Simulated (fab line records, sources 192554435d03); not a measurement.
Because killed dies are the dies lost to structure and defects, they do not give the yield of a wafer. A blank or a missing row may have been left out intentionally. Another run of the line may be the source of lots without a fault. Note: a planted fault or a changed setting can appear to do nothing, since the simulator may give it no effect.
fab line records	flow n5-finfet
record: lots: 6	wafers: 17	last-day: 16
route steps=1938 shown BEOL_M0_CUTY@701 BEOL_M0@715 BEOL_M4@1111
lots with no fault: from the same line, run without faults
start-h: the number of hours between the record's first day and the start of the first shown wafer of the lot	wait-h: hours from the lot's prior step to this one	" the same as in the row above	L1.1+2: several wafers, shown together as one row	- value missing, or start not given	* or withheld: withheld	< > ~ a bound
route shown NAME@n: a module of which the file shows steps, and the number in the route of the first	usual: mean and standard deviation over wafers with no fault	same: alike in all rows	chamber/n: place in a boat	sites: per-site readings	_std_site: standard deviation across them	_edge_site: the outer-site mean with the inner-site mean subtracted	radius-mm: how far each site lies from the wafer's centre	mask NAME#n: copy n	behind: the tool/chamber that last shaped the wafer	hold: the reason the lot was held/the length of the hold in hours/how it ended	device: transistor that didn't switch, given as n, p or np	end of line: the tests these same wafers got at the end of their route	a step without rows: its recipe alone	killed: the dies lost at the first sort to structure and to defects; this is not the yield of the wafer	map: dies across one wafer; x = killed, . = not, _ = none there
set.NAME: setting as actually run; set.NAME@STEP: the setting as run at that earlier step	model.NAME: the simulator's own value behind a step, which no gauge read
lots at selected steps of the route; one table per step, one row per wafer
services: from which hour (start-h, from the record's first day; less than 0 if before it) a tool's chamber was out of use, for how many hours, and why
== steps ==
step: N5_BEOL_M0_CUTY_COAT_50
recipe: resist: SiARC	temp-c: 220	time-s: 60	spin-rpm: 1500	resist-thk-nm: 15
step: N5_BEOL_M0_CUTY_COAT_51
recipe: resist: CAR-ArF-block	spin-rpm: 1500	resist-thk-nm: 150
step: N5_BEOL_M0_CUTY_EBR_52
recipe: solvent: PGMEA	ebr-width-mm: 1.5
step: N5_BEOL_M0_CUTY_SOFTBAKE_53
recipe: temp-c: 110	time-s: 60	resist: CAR-ArF-block
step: N5_BEOL_M0_CUTY_EXPOSE_54
recipe: mask-id: M0_ABLK	na: 1.35	source-shape: conventional	sigma-outer: 0.8	polarization: unpolarized	dose-mj: 36
step: N5_BEOL_M0_CUTY_PEB_55
recipe: peb-temp-c: 110	peb-time-s: 60	resist: CAR-ArF-block
step: N5_BEOL_M0_CUTY_DEVELOP_56
recipe: develop-time-s: 30	developer: TMAH	resist: CAR-ArF-block	rinse-liquid: diw	dry: air-spin	dev-temp-c: 23
step: N5_BEOL_M0_CUTY_CD_MEAS_57
recipe: target-cd-nm: 200	landing-energy-ev: 500	detector: se-inlens	polarity: line
usual: cd-nm: 199.3/0.94
same: landing-energy-ev: 500
lot.wafer	tool	chamber	start-h	wait-h	cd-nm
L496.3	cd-sem-01	0	127.26	-	201.4
L496.4	"	0	"	"	200.3
L496.6	"	0	"	"	200.7
L500.1	cd-sem-01	0	154.17	-	199.6
L500.3	"	0	"	"	201.3
L500.6	"	0	"	"	199.6
L506.2	cd-sem-02	0	189.93	-	198.0
L506.5	"	0	"	"	200.3
L506.6	"	0	"	"	199.2
L507.1	cd-sem-02	0	191.93	-	200.7
L507.4	"	0	"	"	199.1
L507.5	"	0	"	"	199.5
L510.4	cd-sem-03	0	209.45	-	199.2
L510.5	"	0	"	"	199.6
L510.6	"	0	"	"	199.4
L511.3	cd-sem-01	0	217.31	-	200.3
L511.4	"	0	"	"	200.2
step: N5_BEOL_M0_CUTY_OVL_MEAS_58
recipe: points-per-wafer: 44
usual: M0_ABLK_OVL: -0.2/0.84
lot.wafer	tool	chamber	start-h	wait-h	M0_ABLK_OVL[nm]
L496.3	overlay-02	0	127.29	0.0	-1.1
L496.4	"	0	"	"	-0.2
L496.6	"	0	"	"	-1.1
L500.1	overlay-01	0	154.20	0.0	-1.6
L500.3	"	0	"	"	-1.0
L500.6	"	0	"	"	0.1
L506.2	overlay-01	0	189.96	0.0	0.1
L506.5	"	0	"	"	-2.0
L506.6	"	0	"	"	-0.6
L507.1	overlay-02	0	191.96	0.0	-0.5
L507.4	"	0	"	"	1.1
L507.5	"	0	"	"	-1.1
L510.4	overlay-02	0	209.47	0.0	-1.1
L510.5	"	0	"	"	-0.1
L510.6	"	0	"	"	-1.0
L511.3	overlay-01	0	217.33	0.0	-0.3
L511.4	"	0	"	"	-2.1
step: N5_BEOL_M0_CUTY_INSPECT_59
recipe: mode: adi	inspect-instrument: macro
usual: raw-defect-count: 2.0/1.4
lot.wafer	tool	chamber	start-h	wait-h	raw-defect-count
L496.3	defect-inspect-02	-	127.32	0.0	2
L496.4	"	-	"	"	3
L496.6	"	-	"	"	3
L500.1	defect-inspect-02	-	154.22	0.0	1
L500.3	"	-	"	"	0
L500.6	"	-	"	"	1
L506.2	defect-inspect-02	-	189.98	0.0	2
L506.5	"	-	"	"	1
L506.6	"	-	"	"	4
L507.1	defect-inspect-02	-	191.98	0.0	1
L507.4	"	-	"	"	2
L507.5	"	-	"	"	3
L510.4	defect-inspect-02	-	209.50	0.0	1
L510.5	"	-	"	"	2
L510.6	"	-	"	"	6
L511.3	defect-inspect-02	-	217.36	0.0	1
L511.4	"	-	"	"	3
step: N5_BEOL_M0_CUTY_DESCUM_61
recipe: chemistry: O2	time-s: 7.9	source-power-w: 50	bias-power-w: 20	pressure-mtorr: 20	rf-frequency-hz: 2.712e+07	temp-c: 40	resist: CAR-ArF-block	o2-flow-sccm: 225
usual: drypump-motor-current-A: 5.7/0.65	oes-product-au: 0.83/0.092	rf-vpp-V: 242.7/1.3	showerhead-plenum-p-Torr: 2.06/0.074	throttle-valve-pct: 20.44/0.23
same: time-s: 7.9
lot.wafer	tool	chamber	start-h	wait-h	drypump-motor-current-A	oes-product-au	rf-hours-counter-h	rf-vpp-V	showerhead-plenum-p-Torr	throttle-valve-pct
L496.3	rie-diel-04	2	127.35	0.0	5.9	0.70	206	243.4	2.05	20.51
L496.4	"	2	"	"	5.8	0.69	-	243.3	2.05	20.49
L496.6	"	0	"	"	5.5	0.76	-	242.7	2.00	20.38
L500.1	rie-diel-03	0	154.26	0.0	5.0	0.90	30	244.4	2.15	20.65
L500.3	"	1	"	"	6.6	0.69	219	240.9	1.97	20.62
L500.6	"	1	"	"	6.5	0.70	-	241.3	1.97	20.62
L506.2	rie-diel-06	0	190.77	0.8	5.2	0.84	66	241.9	2.02	20.36
L506.5	"	2	"	"	5.4	0.71	-	241.9	1.97	20.59
L506.6	"	3	"	"	6.7	0.94	-	242.5	2.07	20.53
L507.1	rie-diel-04	2	192.05	0.1	5.8	0.68	232	243.0	2.05	20.53
L507.4	"	3	"	"	5.6	0.84	69	242.4	2.06	20.74
L507.5	"	3	"	"	5.7	0.85	-	241.1	2.06	20.73
L510.4	rie-diel-04	2	209.78	0.3	5.8	0.68	-	243.6	2.04	20.53
L510.5	"	3	"	"	5.7	0.84	-	242.4	2.06	20.73
L510.6	"	1	"	"	6.1	0.85	-	241.0	2.05	20.37
L511.3	rie-diel-04	1	217.39	0.0	6.1	0.84	64	241.9	2.05	20.37
L511.4	"	3	"	"	5.6	0.85	-	242.4	2.06	20.76
step: N5_BEOL_M0_CUTY_ETCH_62
recipe: chemistry: CF4	target: SiARC	mask-material: CAR-ArF-block	time-s: 58.5	ion-energy-ev: 80	pressure-mtorr: 40	source-w: 545	bias-w: 36	Ar_flow_sccm: 100	cf4-flow-sccm: 100	ends: cleared
usual: bias-w: 36.00/0.095	drypump-motor-current-A: 5.7/0.65	etch-rf-on-time-s: 58.1/1.3	oes-product-au: 0.70/0.075	rf-vpp-V: 183.6/1.1	showerhead-plenum-p-Torr: 2.11/0.069	throttle-valve-pct: 15.60/0.25
lot.wafer	tool	chamber	start-h	wait-h	bias-w	drypump-motor-current-A	etch-rf-on-time-s	oes-product-au	rf-hours-counter-h	rf-vpp-V	showerhead-plenum-p-Torr	throttle-valve-pct
L496.3	rie-diel-04	2	127.38	0.0	35.96	5.8	57.1	0.62	206	183.5	2.13	15.86
L496.4	"	2	"	"	35.94	5.8	57.0	0.62	-	184.5	2.13	15.87
L496.6	"	0	"	"	36.14	5.5	58.2	0.66	-	183.6	2.07	15.61
L500.1	rie-diel-03	0	154.30	0.0	35.93	5.0	58.4	0.77	30	183.8	2.19	15.69
L500.3	"	1	"	"	35.95	6.6	58.9	0.59	219	182.7	2.04	15.89
L500.6	"	1	"	"	36.06	6.6	59.2	0.58	-	182.3	2.04	15.88
L506.2	rie-diel-06	0	190.81	0.0	36.04	5.2	59.2	0.71	66	183.9	2.10	15.61
L506.5	"	2	"	"	35.96	5.3	60.0	0.60	-	182.9	2.04	15.88
L506.6	"	3	"	"	36.01	6.7	59.5	0.80	-	183.8	2.10	15.51
L507.1	rie-diel-04	2	192.08	0.0	35.99	5.8	58.5	0.59	232	183.9	2.12	15.91
L507.4	"	3	"	"	36.10	5.6	57.6	0.73	69	183.6	2.10	15.78
L507.5	"	3	"	"	36.13	5.7	57.6	0.72	-	184.2	2.10	15.79
L510.4	rie-diel-04	2	209.82	0.0	35.89	5.8	57.7	0.59	-	183.8	2.12	15.93
L510.5	"	3	"	"	35.85	5.6	56.6	0.72	-	184.0	2.10	15.79
L510.6	"	1	"	"	35.99	6.1	55.8	0.74	-	183.2	2.09	15.40
L511.3	rie-diel-04	1	217.43	0.0	36.03	6.1	55.8	0.74	64	184.0	2.09	15.41
L511.4	"	3	"	"	36.00	5.7	56.7	0.72	-	183.6	2.09	15.80
step: N5_BEOL_M0_CUTY_ETCH_63
recipe: chemistry: N2/H2	target: SOC	target-depth-a: 827	overetch-a: 165	mask-material: SiARC	temp-c: 40	ion-energy-ev: 200	time-s: 124	pressure-mtorr: 30	source-w: 840	bias-w: 150	n2-flow-sccm: 200	h2-flow-sccm: 200
usual: bias-w: 150.0/0.47	drypump-motor-current-A: 5.7/0.65	oes-product-au: 0.67/0.069	rf-vpp-V: 522.9/2.5	showerhead-plenum-p-Torr: 2.51/0.08	throttle-valve-pct: 17.83/0.26
same: time-s: 124
lot.wafer	tool	chamber	start-h	wait-h	bias-w	drypump-motor-current-A	oes-product-au	rf-hours-counter-h	rf-vpp-V	showerhead-plenum-p-Torr	throttle-valve-pct	model.SiO2_of_BEOL_M0_SAQP_SPACER2_ALD_26.thk-nm
L496.3	rie-diel-04	2	127.43	0.0	149.6	5.8	0.58	207	523.9	2.52	18.06	7.2
L496.4	"	2	"	"	149.1	5.9	0.58	-	522.1	2.52	18.06	7
L496.6	"	0	"	"	150.3	5.5	0.62	-	521.9	2.45	17.83	7.2
L500.1	rie-diel-03	0	154.34	0.0	151.0	5.0	0.73	30	524.2	2.59	17.86	7.2
L500.3	"	1	"	"	150.4	6.6	0.57	219	520.1	2.42	18.26	7
L500.6	"	1	"	"	150.0	6.6	0.57	-	521.0	2.42	18.26	7.2
L506.2	rie-diel-06	0	190.86	0.0	150.0	5.2	0.69	66	521.7	2.48	17.91	7.2
L506.5	"	2	"	"	149.6	5.4	0.58	-	520.4	2.42	18.20	7.4
L506.6	"	3	"	"	149.8	6.7	0.78	-	523.5	2.49	17.73	7.4
L507.1	rie-diel-04	2	192.13	0.0	150.7	5.8	0.57	232	523.8	2.51	18.09	7.2
L507.4	"	3	"	"	150.7	5.7	0.69	69	521.5	2.46	17.92	7
L507.5	"	3	"	"	150.4	5.6	0.69	-	521.1	2.46	17.91	7.2
L510.4	rie-diel-04	2	209.90	0.1	149.8	5.8	0.56	-	523.0	2.51	18.12	5.4
L510.5	"	3	"	"	149.4	5.7	0.68	-	521.7	2.45	17.92	5.4
L510.6	"	1	"	"	150.4	6.1	0.69	-	523.9	2.48	17.58	7
L511.3	rie-diel-04	1	217.47	0.0	149.5	6.2	0.68	64	522.6	2.48	17.58	6.8
L511.4	"	3	"	"	149.7	5.6	0.68	-	521.4	2.45	17.93	5.6
step: N5_BEOL_M0_CUTY_STRIP_64
recipe: chemistry: N2/H2	temp-c: 40	n2-flow-sccm: 200	h2-flow-sccm: 200	rf-frequency-hz: 6e+07
step: N5_BEOL_M0_ETCH_138
recipe: chemistry: CH3F/O2	target-depth-a: 120	target: SiCN	time-s: 31.6	ion-energy-ev: 120	pressure-mtorr: 30	source-w: 395	bias-w: 75	Ar_flow_sccm: 150	CH3F_flow_sccm: 30	O2_flow_sccm: 20	ends: cleared
usual: bias-w: 75.01/0.24	drypump-motor-current-A: 5.7/0.65	etch-rf-on-time-s: 29.1/0.8	oes-product-au: 0.70/0.077	rf-vpp-V: 296.7/1.6	showerhead-plenum-p-Torr: 1.97/0.072	throttle-valve-pct: 16.30/0.26
lot.wafer	tool	chamber	start-h	wait-h	bias-w	drypump-motor-current-A	etch-rf-on-time-s	oes-product-au	rf-hours-counter-h	rf-vpp-V	showerhead-plenum-p-Torr	throttle-valve-pct
L496.3	rie-diel-04	2	127.55	0.0	74.67	5.8	29.2	0.60	207	296.3	1.98	16.56
L496.4	"	2	"	"	74.88	5.8	29.3	0.60	-	297.4	1.98	16.54
L496.6	"	0	"	"	74.88	5.5	29.8	0.64	-	296.2	1.92	16.26
L500.1	rie-diel-03	0	154.47	0.0	74.94	5.0	28.7	0.76	30	299.1	2.05	16.42
L500.3	"	1	"	"	75.05	6.6	28.8	0.59	219	295.1	1.90	16.62
L500.6	"	1	"	"	75.09	6.6	28.3	0.58	-	294.9	1.90	16.62
L506.2	rie-diel-06	0	190.98	0.0	74.97	5.1	30.1	0.72	66	298.8	1.95	16.30
L506.5	"	2	"	"	75.08	5.3	31.1	0.60	-	296.2	1.90	16.59
L506.6	"	3	"	"	75.25	6.7	30.8	0.80	-	295.6	1.95	16.18
L507.1	rie-diel-04	2	192.25	0.0	75.15	5.8	28.9	0.59	232	296.8	1.98	16.60
L507.4	"	3	"	"	75.11	5.6	29.5	0.72	69	296.3	1.96	16.51
L507.5	"	3	"	"	75.21	5.6	28.5	0.73	-	295.6	1.96	16.52
L510.4	rie-diel-04	2	210.01	0.0	75.04	5.9	29.1	0.58	-	296.6	1.97	16.61
L510.5	"	3	"	"	75.01	5.6	27.8	0.72	-	297.7	1.96	16.52
L510.6	"	1	"	"	74.90	6.1	29.0	0.72	-	296.4	1.94	16.04
L511.3	rie-diel-04	1	217.60	0.0	75.71	6.1	28.9	0.72	64	295.0	1.94	16.05
L511.4	"	3	"	"	74.73	5.7	30.4	0.72	-	296.0	1.96	16.54
step: N5_BEOL_M0_HM_OPEN_105
recipe: chemistry: Cl2/BCl3	target-depth-a: 120	target: TiN	ion-energy-ev: 150	pressure-mtorr: 10	icp-w: 1000	bias-w: 126	Cl2_flow_sccm: 53.25	bcl3-flow-sccm: 21.75	Ar_flow_sccm: 25
usual: bias-w: 126.0/0.4	drypump-motor-current-A: 5.9/0.33	oes-product-au: 0.83/0.1	throttle-valve-pct: 21.95/0.26
lot.wafer	tool	chamber	start-h	wait-h	bias-w	drypump-motor-current-A	oes-product-au	rf-hours-counter-h	throttle-valve-pct	model.SiO2_of_BEOL_M0_SAQP_SPACER2_ALD_26.thk-nm
L496.3	rie-metal-03	1	131.80	4.2	125.3	5.5	0.74	-	22.00	2.8
L496.4	"	0	"	"	126.3	5.7	0.62	-	22.18	2.8
L496.6	"	0	"	"	125.4	5.7	0.62	-	22.19	2.8
L500.1	rie-metal-01	1	158.50	4.0	125.5	6.1	0.90	16	22.13	2.8
L500.3	"	1	"	"	126.0	6.1	0.89	-	22.13	2.6
L500.6	"	0	"	"	126.4	5.7	0.94	-	21.43	2.8
L506.2	rie-metal-01	1	191.26	0.2	125.4	6.1	0.87	-	22.16	2.6
L506.5	"	1	"	"	125.3	6.1	0.87	-	22.16	2.8
L506.6	"	1	"	"	125.4	6.1	0.88	-	22.15	2.8
L507.1	rie-metal-01	1	194.02	1.7	126.4	6.1	0.86	20	22.19	2.8
L507.4	"	1	"	"	126.7	6.1	0.87	-	22.17	2.6
L507.5	"	1	"	"	126.4	6.1	0.87	-	22.15	2.8
L510.4	rie-metal-03	1	210.50	0.5	126.1	5.5	0.72	-	22.01	1.6
L510.5	"	0	"	"	126.1	5.7	0.61	-	22.18	1.6
L510.6	"	1	"	"	126.1	5.5	0.72	-	22.02	2.6
L511.3	rie-metal-02	0	218.85	1.2	126.2	6.3	0.87	-	22.04	2.6
L511.4	"	1	"	"	126.3	6.5	0.72	-	21.91	1.6
step: N5_BEOL_M0_STRIP_140
recipe: chemistry: CF4	resist: SiARC	power-w: 300	bias-power-w: 75	pressure-mtorr: 50	cf4-flow-sccm: 150	rf-frequency-hz: 6e+07
usual: drypump-motor-current-A: 5.6/0.6	oes-product-au: 0.81/0.079	power-w: 300.0/0.9	rf-vpp-V: 270.1/1.5	showerhead-plenum-p-Torr: 1.76/0.033	throttle-valve-pct: 13.60/0.19
lot.wafer	tool	chamber	start-h	wait-h	drypump-motor-current-A	oes-product-au	power-w	rf-hours-counter-h	rf-vpp-V	showerhead-plenum-p-Torr	throttle-valve-pct
L496.3	rie-diel-06	0	131.92	0.1	5.2	0.86	299.2	42	268.7	1.77	13.49
L496.4	"	1	"	"	4.8	0.83	299.6	75	268.6	1.74	13.55
L496.6	"	2	"	"	5.4	0.72	300.8	-	270.1	1.71	13.81
L500.1	rie-diel-06	2	158.67	0.1	5.4	0.71	298.3	216	272.0	1.71	13.85
L500.3	"	3	"	"	6.7	0.98	298.8	3	269.8	1.77	13.43
L500.6	"	3	"	"	6.7	0.97	299.9	-	270.9	1.77	13.44
L506.2	rie-diel-06	2	191.54	0.2	5.4	0.71	300.3	228	268.4	1.70	13.85
L506.5	"	3	"	"	6.7	0.93	301.3	-	273.4	1.76	13.48
L506.6	"	0	"	"	5.2	0.82	300.1	-	269.9	1.76	13.56
L507.1	rie-diel-06	3	194.34	0.3	6.6	0.93	300.2	17	269.0	1.76	13.48
L507.4	"	1	"	"	4.8	0.80	300.6	99	269.2	1.74	13.59
L507.5	"	3	"	"	6.6	0.93	299.5	-	271.4	1.76	13.48
L510.4	rie-diel-06	0	210.62	0.1	5.2	0.82	300.4	73	270.4	1.76	13.55
L510.5	"	3	"	"	6.7	0.92	300.8	-	269.4	1.76	13.50
L510.6	"	0	"	"	5.2	0.82	299.9	-	269.8	1.76	13.54
L511.3	rie-diel-04	3	218.97	0.1	5.6	0.82	299.4	79	269.7	1.76	13.72
L511.4	"	2	"	"	5.8	0.67	299.4	-	269.3	1.78	13.95
step: N5_BEOL_M4_RC_MEAS_101
usual: DIBL_N: 36.0/1.6	DIBL_P: 36.1/2	IOFF_N: 0.160/0.029	IOFF_P: 0.21/0.039	ION_N: 675/13	ION_P: 464/8.8	SS_N: 71.5/0.58	SS_P: 73.3/0.65	VT_N: 250/3.3	VT_P: -249/3.6
lot.wafer	tool	chamber	start-h	wait-h	DIBL_N[mV/V]	DIBL_P[mV/V]	IOFF_N[nA/um]	IOFF_P[nA/um]	ION_N[uA/um]	ION_P[uA/um]	SS_N[mV/dec]	SS_P[mV/dec]	VT_N[mV]	VT_P[mV]
L496.3	prober-01	0	175.47	0.3	33.1	32.5	0.111	0.15	661	457	70.5	72.0	253	-253
L496.4	"	0	"	"	34.1	34.1	0.128	0.17	670	451	71.3	71.9	253	-251
L496.6	"	0	"	"	38.0	38.3	0.197	0.23	678	456	72.6	73.2	246	-248
L500.1	prober-01	0	204.34	0.0	35.6	35.6	0.160	0.19	655	449	71.4	73.5	252	-252
L500.3	"	0	"	"	35.5	37.7	0.152	0.21	669	455	71.2	74.0	254	-251
L500.6	"	0	"	"	37.6	38.3	0.188	0.23	671	457	71.9	74.1	249	-249
L506.2	prober-02	0	238.21	0.2	36.3	34.7	0.160	0.19	676	458	70.9	73.1	249	-252
L506.5	"	0	"	"	37.9	36.9	0.190	0.22	684	467	71.4	73.5	246	-250
L506.6	"	0	"	"	35.0	33.2	0.136	0.18	682	465	70.9	72.7	253	-253
L507.1	prober-01	0	238.30	0.0	34.3	33.0	0.147	0.19	674	464	71.0	73.0	250	-248
L507.4	"	0	"	"	37.4	37.6	0.204	0.28	685	472	72.0	73.3	246	-245
L507.5	"	0	"	"	35.2	35.4	0.157	0.21	670	460	70.6	73.1	247	-248
L510.4	prober-02	0	268.35	0.5	35.2	36.3	0.154	0.23	669	466	72.0	73.8	249	-247
L510.5	"	0	"	"	33.2	33.6	0.123	0.19	671	468	70.5	72.8	252	-247
L510.6	"	0	"	"	37.5	38.1	0.183	0.24	667	463	71.9	73.9	249	-249
L511.3	prober-01	0	268.39	0.3	36.0	37.0	0.182	0.21	694	475	71.1	73.8	245	-248
L511.4	"	0	"	"	35.7	36.5	0.154	0.20	661	463	71.4	73.8	248	-248
== services ==
tool	chamber	start-h	hours	kind
rie-metal-02	0	113.85	-	clean
rie-metal-02	0	113.85	18.5	scheduled-down
rie-metal-02	0	113.85	18.5	vent-cycle
rie-metal-01	-	114.03	1.3	repair
rie-diel-04	1	120.81	9.9	repair
rie-diel-06	3	135.20	-	clean
rie-diel-06	3	135.20	-	consumable-replace:focus-ring
rie-diel-06	3	135.20	16.4	scheduled-down
rie-diel-06	3	135.20	16.4	vent-cycle
rie-metal-02	1	140.89	24.9	repair
rie-diel-04	0	148.13	8.1	repair
rie-metal-02	-	177.85	0.3	repair
rie-metal-01	0	188.31	14.9	repair
== key ==
first-sign none at tools or gauges
model-effect: step: N5_BEOL_M0_CUTY_ETCH_63	value: SiO2_of_BEOL_M0_SAQP_SPACER2_ALD_26.thk-nm	without: 7	struck: 5.467
model-effect: step: N5_BEOL_M0_HM_OPEN_105	value: SiO2_of_BEOL_M0_SAQP_SPACER2_ALD_26.thk-nm	without: 2.533	struck: 1.6
met-at N5_BEOL_M0_CUTY_ETCH_63
struck-wafers L510.4,L510.5,L511.4
onset-between 192.13 209.90
fault: kind: process-parameter-drift	tool: rie-diel-04	chamber: -	onset-h: 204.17	steps: N5_BEOL_M0_CUTY_ETCH_63	channel: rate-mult	offset: 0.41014	shape: step	end-h: 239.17	scope: struck-wafers-only
